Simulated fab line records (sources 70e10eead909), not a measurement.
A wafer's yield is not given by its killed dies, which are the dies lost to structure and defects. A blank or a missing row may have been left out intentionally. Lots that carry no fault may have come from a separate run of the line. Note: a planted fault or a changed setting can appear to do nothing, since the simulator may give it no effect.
fab line records	flow nandHarc
[record] lots = 14	wafers = 42	lastDay = 33
route steps=1302 shown A_CONTACT@1102 A_BLC@1115
lots with no fault: from the same line, run without faults
startH: the number of hours between the record's first day and the start of the first shown wafer of the lot	waitH: how many hours have passed since the lot's step before this one	" as in the row above	L1.1+2: one row covering several wafers at once	- no value, or no start given	* or withheld: withheld	< > ~ a bound
route shown NAME@n: NAME is a module with steps in the file, n the number in the route of the first one	usual: mean and standard deviation over wafers with no fault	same: alike in all rows	chamber/n: place in a boat	sites: the reading at each site	_std_site: the values' standard deviation	_edge_site: inner sites' mean taken away from outer sites' mean	radiusMm: how far each site lies from the wafer's centre	mask NAME#n: copy n	behind: the most recent tool/chamber to have shaped the wafer	hold: reason for holding the lot/hours on hold/outcome of the hold	device: names the non-switching transistor (n, p or np)	end of line: the tests these same wafers got at the end of their route	a step given without rows: its recipe and nothing more	killed: dies lost to structure and defects at the first sort, not the wafer's yield	map: shows each die of a wafer: x if killed, . if not, _ if none is there
set.NAME: the run value of the setting; set.NAME@STEP: its run value at that earlier step	model.NAME: the simulator's own value behind a step, which no gauge read
one table for each step of the route and one row for each wafer, over a sample of lots
services: a tool's chamber out of use, with start hour (startH, from the record's first day; less than 0 if before it), hours out, and reason
[[steps]]
[step NHARC_A_CONTACT_CVD_19]
[recipe] targetThkA = 3000	tempC = 300	pressureTorr = 40	wf6FlowSccm = 40	h2FlowSccm = 1600	arFlowSccm = 1560	timeS = 802	material = W
[usual] heaterPowerW = 440/38	throttleValvePct = 8.11/0.17
lot.wafer	tool	chamber	startH	waitH	heaterPowerW	throttleValvePct
L778.1	cvdW-01	1	-	-	411	8.17
L778.2	"	0	"	"	489	7.81
L778.4	"	0	"	"	500	7.91
L780.2	cvdW-02	0	-	-	509	8.21
L780.3	"	1	"	"	389	8.01
L780.4	"	0	"	"	501	8.10
L782.2	cvdW-02	1	-	-	395	8.04
L782.3	"	1	"	"	394	7.86
L782.4	"	0	"	"	509	8.31
L783.3	cvdW-01	0	-	-	454	8.12
L783.6	"	0	"	"	457	8.09
L783.5	"	1	"	"	417	7.87
L785.3	cvdW-02	1	-	-	408	8.09
L785.4	"	0	"	"	503	8.17
L785.5	"	1	"	"	393	8.14
L786.1	cvdW-01	0	-	-	450	8.05
L786.2	"	1	"	"	421	8.11
L786.6	"	0	"	"	462	8.26
L788.2	cvdW-02	0	-	-	514	8.29
L788.3	"	1	"	"	400	8.20
L788.6	"	1	"	"	383	8.15
L789.1	cvdW-01	1	-	-	405	8.30
L789.3	"	1	"	"	420	8.25
L789.6	"	1	"	"	418	8.23
L793.3	cvdW-02	1	-	-	385	7.78
L793.5	"	0	"	"	457	7.84
L793.6	"	1	"	"	378	8.15
L794.2	cvdW-01	1	-	-	422	8.13
L794.1	"	0	"	"	466	8.19
L794.3	"	0	"	"	451	7.82
L796.4	cvdW-01	1	-	-	427	8.09
L796.3	"	0	"	"	465	8.11
L796.5	"	0	"	"	463	8.40
L798.1	cvdW-02	1	-	-	389	8.31
L798.4	"	1	"	"	375	8.43
L798.3	"	0	"	"	458	8.27
L800.1	cvdW-02	0	-	-	458	8.11
L800.3	"	1	"	"	387	8.07
L800.5	"	1	"	"	374	8.12
L801.2	cvdW-01	0	-	-	478	7.58
L801.4	"	1	"	"	423	8.17
L801.3	"	0	"	"	475	7.66
[step NHARC_A_BLC_PEB_08]
[recipe] pebTempC = 100	pebTimeS = 65
lot.wafer	tool	chamber	startH	waitH
L778.1+2+4	lithoTrack-06	0	518.58	0.1
L780.2+3+4	lithoTrack-04	0	535.20	0.1
L782.2+3+4	lithoTrack-04	0	548.58	0.1
L783.3+5+6	lithoTrack-06	0	573.21	0.0
L785.3+4+5	lithoTrack-06	0	595.62	0.0
L786.1+2+6	lithoTrack-04	0	595.86	0.1
L788.2+3+6	lithoTrack-06	0	610.37	0.1
L789.1+3+6	lithoTrack-06	0	611.72	0.1
L793.3+5+6	lithoTrack-06	0	657.58	0.0
L794.1+2+3	lithoTrack-06	0	686.83	0.1
L796.3+4+5	lithoTrack-04	0	706.83	0.0
L798.1+3+4	lithoTrack-01	0	720.90	0.1
L800.1+3+5	lithoTrack-04	0	735.86	0.1
L801.2+3+4	lithoTrack-01	0	750.10	0.1
[step NHARC_A_BLC_CD_MEAS_10]
[recipe] targetCdNm = 100	landingEnergyEv = 500
[usual] cdNm = 100.1/0.73
lot.wafer	tool	chamber	startH	waitH	cdNm
L778.1	cdSem-01	0	518.65	-	99.4
L778.2	"	0	"	"	101.4
L778.4	"	0	"	"	99.3
L780.2	cdSem-03	0	535.28	-	100.4
L780.3	"	0	"	"	99.6
L780.4	"	0	"	"	99.5
L782.2	cdSem-01	0	548.66	-	100.2
L782.3	"	0	"	"	100.6
L782.4	"	0	"	"	100.5
L783.3	cdSem-03	0	573.29	-	100.0
L783.5	"	0	"	"	100.0
L783.6	"	0	"	"	99.3
L785.3	cdSem-03	0	595.71	-	100.4
L785.4	"	0	"	"	99.6
L785.5	"	0	"	"	100.8
L786.1	cdSem-03	0	595.94	-	101.1
L786.2	"	0	"	"	99.5
L786.6	"	0	"	"	100.2
L788.2	cdSem-01	0	610.45	-	98.9
L788.3	"	0	"	"	99.9
L788.6	"	0	"	"	100.2
L789.1	cdSem-03	0	611.79	-	100.0
L789.3	"	0	"	"	100.5
L789.6	"	0	"	"	99.6
L793.3	cdSem-03	0	657.67	-	100.9
L793.5	"	0	"	"	100.0
L793.6	"	0	"	"	100.9
L794.1	cdSem-02	0	686.91	-	99.2
L794.2	"	0	"	"	99.1
L794.3	"	0	"	"	99.8
L796.3	cdSem-02	0	706.91	-	119.2
L796.4	"	0	"	"	119.7
L796.5	"	0	"	"	118.4
L798.1	cdSem-01	0	720.98	-	101.7
L798.3	"	0	"	"	101.0
L798.4	"	0	"	"	101.0
L800.1	cdSem-02	0	735.94	-	120.1
L800.3	"	0	"	"	118.6
L800.5	"	0	"	"	118.4
L801.2	cdSem-01	0	750.18	-	99.6
L801.3	"	0	"	"	101.6
L801.4	"	0	"	"	100.2
[step NHARC_A_BLC_DESCUM_15]
[recipe] timeS = 3	o2FlowSccm = 200	arFlowSccm = 0	biasPowerW = 0	chemistry = O2
[usual] chamberPressureMTorr = 60.00/0.052	drypumpMotorCurrentA = 5.7/0.36	oesProductAu = 1.007/0.015	rfVppV = 57.7/0.85	showerheadPlenumPTorr = 1.88/0.079	throttleValvePct = 11.310/0.0089
lot.wafer	tool	chamber	startH	waitH	chamberPressureMTorr	drypumpMotorCurrentA	oesProductAu	rfHoursCounterH	rfVppV	showerheadPlenumPTorr	throttleValvePct
L778.4	rieDiel-07	1	518.85	0.1	60.00	5.3	1.002	3	57.2	1.90	11.312
L778.2	"	2	"	"	59.97	5.8	1.028	3	57.6	1.84	11.301
L778.1	"	3	"	"	59.94	5.8	1.019	3	56.0	1.79	11.306
L780.3	rieDiel-07	3	535.48	0.1	60.09	5.8	1.020	3	57.8	1.79	11.304
L780.2	"	0	"	"	60.03	5.1	1.001	3	58.3	2.01	11.302
L780.4	"	1	"	"	60.04	5.3	0.996	4	58.6	1.90	11.318
L782.3	rieDiel-04	2	548.86	0.1	59.99	6.0	1.010	1	56.5	1.91	11.312
L782.4	"	3	"	"	60.04	6.4	1.017	1	56.8	1.89	11.321
L782.2	"	0	"	"	59.95	5.7	0.994	1	58.1	1.82	11.316
L783.3	rieDiel-04	2	573.49	0.1	60.05	6.0	1.003	2	58.5	1.91	11.308
L783.6	"	3	"	"	59.96	6.4	1.012	-	58.1	1.89	11.313
L783.5	"	0	"	"	60.02	5.6	0.993	-	56.9	1.82	11.298
L785.4	rieDiel-02	1	595.90	0.1	60.01	6.1	1.001	3	56.3	2.02	11.309
L785.3	"	2	"	"	59.94	5.6	0.980	3	57.8	1.78	11.301
L785.5	"	1	"	"	59.99	6.1	0.995	-	57.9	2.02	11.315
L786.2	rieDiel-07	0	596.13	0.1	60.07	5.0	1.021	8	58.4	2.00	11.314
L786.1	"	2	"	"	59.98	5.7	1.029	8	58.1	1.84	11.317
L786.6	"	3	"	"	60.02	5.8	1.014	-	57.2	1.78	11.322
L788.2	rieDiel-07	3	610.64	0.1	59.94	5.8	1.017	10	57.4	1.78	11.314
L788.3	"	1	"	"	59.93	5.3	0.993	10	56.5	1.90	11.296
L788.6	"	3	"	"	59.95	5.8	1.027	-	57.5	1.78	11.322
L789.1	rieDiel-02	0	611.98	0.1	60.06	5.6	0.996	8	57.4	1.81	11.290
L789.3	"	3	"	"	59.97	5.6	1.011	10	57.2	1.83	11.316
L789.6	"	1	"	"	59.98	6.1	1.005	-	58.6	2.02	11.304
L793.3	rieDiel-04	1	657.86	0.1	59.92	5.8	0.991	7	59.2	1.98	11.314
L793.6	"	0	"	"	59.98	5.6	0.990	-	56.4	1.82	11.315
L793.5	"	1	"	"	60.07	5.7	0.999	-	57.7	1.98	11.310
L794.3	rieDiel-07	0	687.10	0.1	60.05	5.1	1.007	2	58.0	2.00	11.307
L794.1	"	1	"	"	59.96	5.3	1.007	2	57.9	1.90	11.319
L794.2	"	2	"	"	60.01	5.8	1.021	2	58.6	1.84	11.314
L796.3	rieDiel-02	3	707.09	0.1	59.98	5.6	1.019	42	57.0	1.82	11.312
L796.4	"	1	"	"	59.98	6.1	1.000	41	56.5	2.01	11.318
L796.5	"	3	"	"	60.05	5.7	1.010	-	57.2	1.82	11.312
L798.1	rieDiel-07	3	721.16	0.1	59.94	5.8	1.017	6	56.9	1.78	11.303
L798.4	"	0	"	"	60.02	5.1	0.979	5	59.0	2.00	11.322
L798.3	"	1	"	"	60.04	5.3	1.008	4	57.4	1.90	11.310
L800.1	rieDiel-07	0	736.13	0.1	60.05	5.1	0.985	6	59.2	2.00	11.315
L800.3	"	1	"	"	60.04	5.3	1.019	6	57.7	1.89	11.325
L800.5	"	0	"	"	59.92	5.1	0.986	-	58.6	2.00	11.313
L801.4	rieDiel-04	0	750.37	0.1	60.03	5.6	0.960	2	58.4	1.82	11.306
L801.3	"	1	"	"	60.09	5.7	1.001	2	57.1	1.98	11.317
L801.2	"	3	"	"	60.04	6.4	1.006	2	58.2	1.89	11.292
[step NHARC_A_BLC_ETCH_18]
[recipe] targetDepthA = 9100	c4f8FlowSccm = 20	o2FlowSccm = 10	arFlowSccm = withheld	rfW = 600	biasW = 1500	chemistry = C4F8/O2/Ar
[usual] chamberPressureMTorr = 24.996/0.021	oesProductAu = 0.963/0.026	rfVppV = 976/5.4
lot.wafer	tool	chamber	startH	waitH	chamberPressureMTorr	oesProductAu	rfHoursCounterH	rfVppV
L778.1	rieDiel-07	0	-	-	24.994	0.967	3	986
L778.4	"	1	"	"	24.987	0.960	3	978
L778.2	"	2	"	"	25.009	1.013	3	973
L780.4	rieDiel-07	2	-	-	25.015	0.990	4	974
L780.2	"	3	"	"	24.932	0.975	4	970
L780.3	"	1	"	"	24.958	0.965	4	978
L782.2	rieDiel-04	2	-	-	24.983	0.975	1	979
L782.4	"	3	"	"	24.961	0.996	1	977
L782.3	"	1	"	"	24.964	0.953	1	983
L783.3	rieDiel-04	0	-	-	24.960	0.951	2	971
L783.5	"	3	"	"	25.008	0.974	-	977
L783.6	"	0	"	"	25.008	0.955	-	973
L785.3	rieDiel-02	0	-	-	25.002	0.953	4	970
L785.4	"	1	"	"	25.017	0.967	4	984
L785.5	"	2	"	"	24.995	0.966	-	969
L786.1	rieDiel-07	0	-	-	24.962	0.995	8	986
L786.2	"	3	"	"	25.014	0.996	8	969
L786.6	"	1	"	"	25.042	0.989	-	976
L788.2	rieDiel-07	1	-	-	24.997	0.932	11	978
L788.3	"	0	"	"	25.027	0.959	10	983
L788.6	"	3	"	"	24.980	0.961	-	969
L789.1	rieDiel-02	2	-	-	25.051	0.958	11	968
L789.3	"	1	"	"	25.007	0.965	9	984
L789.6	"	2	"	"	24.987	0.965	-	970
L793.3	rieDiel-04	1	-	-	24.996	0.924	7	983
L793.6	"	2	"	"	25.008	0.915	-	978
L793.5	"	3	"	"	24.994	0.932	-	978
L794.1	rieDiel-07	2	-	-	24.995	1.006	2	971
L794.3	"	3	"	"	25.015	1.001	3	969
L794.2	"	0	"	"	24.990	0.962	2	984
L796.3	rieDiel-02	0	-	-	24.989	0.923	43	970
L796.4	"	2	"	"	25.022	0.910	38	969
L796.5	"	3	"	"	24.973	0.944	-	972
L798.1	rieDiel-07	3	-	-	24.974	0.986	6	968
L798.3	"	0	"	"	24.946	0.960	5	984
L798.4	"	1	"	"	25.028	0.997	5	977
L800.3	rieDiel-07	2	-	-	24.988	0.940	7	972
L800.1	"	3	"	"	25.025	0.948	8	968
L800.5	"	3	"	"	24.972	0.934	-	968
L801.3	rieDiel-04	1	-	-	24.997	0.956	2	983
L801.4	"	2	"	"	24.959	0.979	2	978
L801.2	"	3	"	"	25.014	0.970	2	977
[[services]]
tool	chamber	startH	hours	kind
rieDiel-07	0	495.10	5.3	repair
rieDiel-07	-	514.60	0.6	repair
rieDiel-04	0	515.16	2.3	repair
lithoTrack-06	-	529.00	7.0	pm
rieDiel-04	-	531.90	9.0	pm
cvdW-01	-	547.00	13.0	pm
lithoTrack-04	-	553.00	7.0	pm
rieDiel-04	-	562.52	0.2	repair
rieDiel-02	0	570.31	8.6	repair
rieDiel-02	-	570.87	9.0	pm
rieDiel-07	2	610.49	10.9	repair
cvdW-02	-	631.00	13.0	pm
rieDiel-04	2	634.84	13.5	repair
rieDiel-02	2	640.28	9.2	repair
rieDiel-07	-	648.41	9.0	pm
rieDiel-07	-	692.33	1.1	repair
lithoTrack-06	-	704.00	7.0	pm
cvdW-01	0	706.27	9.2	repair
rieDiel-04	-	708.90	9.0	pm
rieDiel-02	3	717.55	6.1	repair
cvdW-01	-	728.00	13.0	pm
lithoTrack-04	-	728.00	7.0	pm
cvdW-02	-	740.90	1.0	repair
rieDiel-02	-	750.30	9.0	pm
[[key]]
[firstSign] step = NHARC_A_BLC_CD_MEAS_10	reading = cdNm	direction = up	sigmas = 26	usual = 100.1	struck = 119.1
effect none on later readings
metAt NHARC_A_BLC_PEB_08
struckLots L796,L800
laterRowsLeftOut L796.3,L796.4,L800.3
sortLeftOut L796.3,L796.4,L796.5,L800.1,L800.3,L800.5
testerLeftOut L796,L800
notActingAt NHARC_A_CONTACT_CVD_19,NHARC_A_BLC_DESCUM_15,NHARC_A_BLC_ETCH_18
onsetBetween 595.86 706.83
[fault] kind = processParameterDrift	tool = lithoTrack-04	chamber = -	onsetH = 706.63	steps = NHARC_A_BLC_PEB_08	channel = pebTimeS	offset = *	shape = step	endH = 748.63	actsIn = *	stated = *
// testerLeftOut: of these lots the tester's yield and bins aren't shown, on N5 and GAA mostly nor the transistor test; their killed dies are dies lost to structure and defects alone, not to doping, threshold or leakage, so they don't give the yield
// sortLeftOut: the simulated sort isn't trusted on such a fault, so these wafers' sort isn't shown, and their yield isn't known
// laterRowsLeftOut: the simulator's readings of these wafers behind a module that went badly wrong aren't trusted and aren't shown, but for the sort
